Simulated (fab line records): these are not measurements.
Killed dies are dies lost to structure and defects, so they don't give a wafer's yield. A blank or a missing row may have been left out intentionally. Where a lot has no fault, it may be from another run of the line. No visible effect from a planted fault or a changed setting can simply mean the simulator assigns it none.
What tool caused it? -- flow nand_harc -- Sampling: 15 lots, 45 wafers, 3 of 1159 route steps

== WHAT THE GAUGES SHOWED, per wafer ==
NHARC_P_BONDPAD_INSPECT_23.
lot,measured,on,raw_defect_count
L813,day 6 01:46,defect_inspect-01,464 595 342
L814,day 6 21:10,defect_inspect-01,772 359 333
L815,day 7 11:51,defect_inspect-02,320 293 215
L816,day 7 12:08,defect_inspect-01,302 422 291
L818,day 7 21:26,defect_inspect-01,199 222 354
L821,day 8 06:41,defect_inspect-02,376 379 297
L824,day 9 00:24,defect_inspect-01,289 509 221
L826,day 9 12:29,defect_inspect-01,416 271 411
L827,day 10 00:35,defect_inspect-02,313 333 280
L829,day 10 19:41,defect_inspect-01,566 390 801
L830,day 10 19:55,defect_inspect-01,429 227 359
L831,day 11 01:41,defect_inspect-01,284 256 242
L833,day 11 12:11,defect_inspect-02,295 251 369
L835,day 12 00:56,defect_inspect-01,327 341 660
L834,day 12 02:14,defect_inspect-01,443 688 263

NHARC_A_ONON_D1_THK_MEAS_18: measures by ellipsometry.
lot,measured,on,thk_nm (nm)
L813,day 7 10:05,film_metro-01,1003 1004 1006
L814,day 8 06:53,film_metro-01,1011 1011 1013
L815,day 8 20:43,film_metro-02,997 998 996
L816,day 8 20:43,film_metro-01,1006 1007 1007
L818,day 9 08:55,film_metro-02,992 994 994
L821,day 9 16:56,film_metro-02,1000 1002 1000
L824,day 10 14:46,film_metro-01,995 996 997
L826,day 10 23:59,film_metro-01,1038 1038 1040
L827,day 11 10:52,film_metro-02,1044 1044 1042
L829,day 12 09:40,film_metro-01,992 993 991
L830,day 12 10:01,film_metro-01,1049 1049 1048
L831,day 12 09:40,film_metro-02,1004 1002 1003
L833,day 12 23:32,film_metro-01,1004 1005 1004
L835,day 13 11:12,film_metro-02,999 999 999
L834,day 13 10:51,film_metro-01,1010 1007 1009

== WHAT TOOL EACH LOT RAN ON (gives the tool, then ch and the chambers of the sampled wafers, and finally the start) ==
lot,NHARC_A_ONON_D1_DEP_16
L813,"pecvd_onon-01 ch 0, day 7 09:35"
L814,"pecvd_onon-02 ch 0, day 8 06:22"
L815,"pecvd_onon-01 ch 0, day 8 20:15"
L816,"pecvd_onon-04 ch 0, day 8 20:11"
L818,"pecvd_onon-02 ch 0, day 9 08:31"
L821,"pecvd_onon-01 ch 0, day 9 16:29"
L824,"pecvd_onon-04 ch 0, day 10 14:19"
L826,"pecvd_onon-01 ch 0, day 10 23:28"
L827,"pecvd_onon-01 ch 0, day 11 10:22"
L829,"pecvd_onon-02 ch 0, day 12 09:20"
L830,"pecvd_onon-01 ch 0, day 12 09:34"
L831,"pecvd_onon-04 ch 0, day 12 09:20"
L833,"pecvd_onon-04 ch 0, day 12 23:01"
L835,"pecvd_onon-04 ch 0, day 13 10:41"
L834,"pecvd_onon-04 ch 0, day 13 10:28"
- NHARC_A_ONON_D1_DEP_16: target thk 1000 nm.

== WHAT THE TOOLS THEMSELVES READ (means of the sampled wafers that have a number; where no wafer has one, the mark that the record gives instead) ==
NHARC_A_ONON_D1_DEP_16.
lot,tool,n2_flow_sccm (sccm)
L813,pecvd_onon-01,2754
L814,pecvd_onon-02,2747
L815,pecvd_onon-01,2743
L816,pecvd_onon-04,2750
L818,pecvd_onon-02,2745
L821,pecvd_onon-01,2753
L824,pecvd_onon-04,2758
L826,pecvd_onon-01,2750
L827,pecvd_onon-01,2739
L829,pecvd_onon-02,2738
L830,pecvd_onon-01,2758
L831,pecvd_onon-04,2735
L833,pecvd_onon-04,2760
L835,pecvd_onon-04,2750
L834,pecvd_onon-04,2749

== THE ANSWER, worked out from the rows above alone ==
Rule: what is usual is taken from the lots themselves. The widest of any qualifying gaps counts: lots, ordered by their means at a reading, are off when they make up no more than a third of the lots, leave a main group of 4 or more, and stand apart from it by 3 or more times the standard deviation of that group's means. Not used: any main group whose means are identical at the precision the tables above print for the reading. A lot without any number at a reading at which 4 lots or more have one is off too. The other lots that the step has rows for count as sound. First the gauges in route order, then the tools' own readings, where a lot's mean is used as printed above. At the first step where some lot is off, the reading lying furthest off is the one used; lots without a number count as furthest.
Off at NHARC_A_ONON_D1_THK_MEAS_18 (thk_nm): L826, L827, L830. The main group has a mean of 1001 nm with a standard deviation of 5.9.
A tool fits if, at a process step before that reading, it ran every lot that is off, and no sound lot after the first of them. Gauges at NHARC_A_ONON_D1_THK_MEAS_18: tried the same way as those tools. One fits: NHARC_A_ONON_D1_DEP_16 on pecvd_onon-01. Its last sound lot is L821 (day 9 16:29), its first lot that is off L826 (day 10 23:28): a fault that began between those two fits.

== WHAT WAS PUT IN BY THE SIMULATOR ==
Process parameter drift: pecvd_onon-01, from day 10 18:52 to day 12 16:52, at NHARC_A_ONON_D1_DEP_16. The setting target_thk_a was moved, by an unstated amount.
Lots struck among those shown: L826, L827, L830. The rule given above showed the same thing.
